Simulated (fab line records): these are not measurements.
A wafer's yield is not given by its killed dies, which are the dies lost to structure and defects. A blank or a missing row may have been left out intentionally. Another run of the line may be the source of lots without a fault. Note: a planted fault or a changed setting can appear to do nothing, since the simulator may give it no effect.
Matching of chambers ; flow n5-finfet ; 3 sister chambers for N5_BEOL_M2_DEP_57 on pecvd-04
The step deposits SiCN from 3MS/NH3, target thk 8 nm, time 14 s. 6 wafers are shown with their chamber, then 9 later ones without.

WAFERS PAIRED WITH THEIR CHAMBERS
wafer;chamber;showerhead-plenum-p-Torr (Torr);throttle-valve-pct (%)
L086.1;0;3.658;9.06
L086.2;1;3.669;9.07
L086.3;2;3.640;8.79
L086.4;1;3.666;9.22
L086.5;0;3.657;8.71
L086.6;2;3.639;8.98

WAFERS WITHOUT THEIR CHAMBER
wafer;showerhead-plenum-p-Torr (Torr);throttle-valve-pct (%)
L096.3;3.637;9.05
L096.5;3.638;8.71
L096.6;3.674;9.24
L097.1;3.678;8.93
L097.2;3.662;9.31
L097.3;3.643;8.84
L097.4;3.670;9.00
L097.5;3.663;8.99
L097.6;3.645;8.64

THE CHAMBER EACH PASSED THROUGH
wafer;from the rows above;in truth
L096.3;2;2
L096.5;2;2
L096.6;1;1
L097.1;1;1
L097.2;can't be placed: 0 or 1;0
L097.3;2;2
L097.4;1;1
L097.5;can't be placed: 1 or 0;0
L097.6;2;2
Correct placement for 7 of the 9. These rows do not allow placing 2 (true chamber among the candidates in 2). Placed wrongly: 0.
How it was worked out, from the rows above alone: a wafer's distance from a chamber is the root of the sum, over the readings, of the square of ((its reading less the chamber's mean) divided by the reading's scatter). If the next closest chamber is less than 2 further off than the closest, the wafer can't be placed; otherwise it belongs to the closest. The mean given for a chamber averages the wafers shown for that chamber. How the scatter is found: for the shown wafers, subtract from each reading the mean of its chamber, square and add these, divide the total by (wafers less chambers), then take the root.
